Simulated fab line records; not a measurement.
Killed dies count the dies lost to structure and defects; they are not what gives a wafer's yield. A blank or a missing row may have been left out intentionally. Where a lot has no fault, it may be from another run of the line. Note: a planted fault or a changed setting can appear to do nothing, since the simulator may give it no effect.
A struck lot beside a sound one :: flow nand harc :: 14 steps out of a route of 1159
Sound: wafers L922.2, L922.3, L922.5. Struck: wafer L929.1. (L929.2, L929.6 of the same lot were not struck and are left out.) The cause comes at the end.
For every step that has rows: the tool of each side, followed by ch and its chambers, followed by its first start. Under that, the readings that differ: sound wafers :: struck wafers :: difference of the means :: sigmas: that difference in standard deviations of wafers without a fault.
alike: same words and numbers on both sides, and readings whose means sit less than 2 such deviations apart. not compared: any withheld reading, any reading some wafer has no value for, any bound like >300 that may hide the same value, and any number with overlapping values for which the record gives no deviation.
The two part at a step that has a row with sigmas, a row that says differs or no value, or rows on one side only. When numbers do not overlap yet have no deviation, they are printed without sigmas and do not part them. Lack of a reading on every wafer of one side parts them only where that side has two or more wafers.

first, 2 steps without rows for these wafers: NHARC_A_STAIRCASE_HARDBAKE_311 (time 140 s); NHARC_A_STAIRCASE_DESCUM_312 (chemistry O2, time 3 s).
NHARC_A_STAIRCASE_ETCH_313: etches the open film in CF4/CHF3.
  sound on rie diel-01 ch 0,1,3, day 12 21:18; struck on rie diel-13 ch 3, day 14 15:10
reading: throttle valve pct (%)
sound: 16.811 16.804 16.811
struck: 16.786
difference: -0.023
sigmas: -2
  alike: drypump motor current A, oes product au, rf vpp V, showerhead plenum p Torr
  not compared: rf hours counter h
NHARC_A_STAIRCASE_HM_OPEN_463: chemistry O2/COS.
  sound: rie diel-01 ch 1,3; struck: rie diel-13 ch 1
  alike: drypump motor current A, oes product au, rf vpp V, showerhead plenum p Torr, throttle valve pct
  not compared: rf hours counter h
then, 1 step without rows for these wafers: NHARC_A_STAIRCASE_STRIP_464 (strips in O2/COS).
NHARC_A_STAIRCASE_ETCH_453: etches the open film in CF4/O2, target depth 30 nm, overetch 3 nm, time 16.5 s.
  sound: rie diel-01 ch 0,2,3; struck: rie diel-13 ch 0
  alike: drypump motor current A, oes product au, rf vpp V, showerhead plenum p Torr, throttle valve pct
  not compared: rf hours counter h
then, 1 step without rows for these wafers: NHARC_A_STAIRCASE_ETCH_315 (etches the open film in C4F8/O2/Ar, target depth 2500 nm, time 607.1 s).
NHARC_A_STAIRCASE_STRIP_316: strips in O2.
  sound: rie diel-01 ch 0,1,2; struck: rie diel-13 ch 2
reading: showerhead plenum p Torr (Torr)
sound: 3.47 3.34 3.32
struck: 3.80
difference: +0.42
sigmas: +3
  alike: drypump motor current A, oes product au, rf vpp V, throttle valve pct
  not compared: rf hours counter h
then, 3 steps without rows for these wafers: NHARC_A_STAIRCASE_STRIP_317 (strips in SPM, time 900 s); NHARC_A_STAIRCASE_PRECLEAN_318 (cleans in SC1); NHARC_A_STAIRCASE_SRD_329.
NHARC_A_STAIRCASE_ALD_415: deposits SiO2, target thk 30 nm, pulse time 6 s, ald cycles 300.
  sound on ald hk-04 ch 0,1,2, day 13 00:29; struck on ald hk-04 ch 3, day 14 17:05
reading: ald cycles
sound: 300 300 300
struck: 368
difference: +68
sigmas: 
  alike: heater power w, precursor pulse height rel, susceptor temp C
NHARC_A_STAIRCASE_ETCHBACK_416: etches the open film in C4F8/O2/Ar, target depth 36 nm, time 7.2 s.
  sound: rie diel-01 ch 1,2,3; struck: rie diel-13 ch 3
  alike: oes product au, rf vpp V
  not compared: rf hours counter h
-- the record jumps here: 9 days lie between the struck wafers' starts before and after (it left off in module A_STAIRCASE and takes up again in module END, whose first step shown is number 1159 of the route) --
NHARC_END_SORT_01:
  only the struck wafers appear in the record here, on prober-01 ch 0 at day 23 08:35; the sound ones have no rows

## WHERE THEY PART
At NHARC_A_STAIRCASE_ETCH_313 first; at NHARC_END_SORT_01 last (within this record only).

WHY: the cause the simulator had injected
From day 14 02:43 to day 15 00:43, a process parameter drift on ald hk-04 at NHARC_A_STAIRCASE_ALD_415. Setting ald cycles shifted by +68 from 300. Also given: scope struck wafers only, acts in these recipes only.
